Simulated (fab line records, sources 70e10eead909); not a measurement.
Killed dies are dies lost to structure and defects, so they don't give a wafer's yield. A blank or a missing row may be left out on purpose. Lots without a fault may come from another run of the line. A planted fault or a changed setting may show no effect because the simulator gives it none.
Chamber matching | flow nand_harc | NHARC_A_CHANNEL_FILL_D1_ALD_16 on ald_hk-03: 4 sister chambers
The step deposits SiO2, target thk 1.5 nm, pulse time 10 s, ald cycles 15. 8 wafers are shown with their chamber, then 9 later ones without.

WAFERS WITH THEIR CHAMBER
wafer  | chamber | heater_power_w (W) | precursor_pulse_height_rel
L080.4 | 2       | 444                | 0.989
L084.5 | 0       | 381                | 0.997
L089.3 | 3       | 507                | 1.006
L089.4 | 1       | 417                | 1.005
L089.5 | 1       | 430                | 1.009
L090.1 | 3       | 513                | 1.020
L090.3 | 2       | 437                | 1.018
L090.4 | 0       | 395                | 1.037

WAFERS WITHOUT THEIR CHAMBER
wafer  | heater_power_w (W) | precursor_pulse_height_rel
L091.1 | 435                | 1.012
L091.2 | 397                | 0.983
L091.3 | 425                | 1.001
L096.1 | 498                | 1.011
L096.3 | 399                | 0.988
L096.4 | 436                | 0.974
L095.1 | 384                | 1.020
L095.2 | 448                | 1.007
L095.3 | 511                | 0.995

WHICH CHAMBER EACH WENT THROUGH
wafer  | from the rows above     | in truth
L091.1 | can't be placed: 2 or 1 | 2
L091.2 | can't be placed: 0 or 1 | 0
L091.3 | can't be placed: 1 or 2 | 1
L096.1 | 3                       | 3
L096.3 | can't be placed: 0 or 1 | 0
L096.4 | can't be placed: 2 or 1 | 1
L095.1 | 0                       | 0
L095.2 | 2                       | 2
L095.3 | 3                       | 3
Placed correctly: 4 of 9. Can't be placed from these rows: 5 (the true chamber is among the candidates in 5). Placed wrongly: 0.
How it was worked out, from the rows above alone: a wafer's distance from a chamber is the root of the sum, over the readings, of the square of ((its reading less the chamber's mean) divided by the reading's scatter). The wafer belongs to the nearest chamber; if the next one is less than 2 further off, it can't be placed. A chamber's mean is the mean of its shown wafers. The scatter: the root of (the sum of the squares of (reading less its chamber's mean) over the shown wafers, divided by (wafers less chambers)).
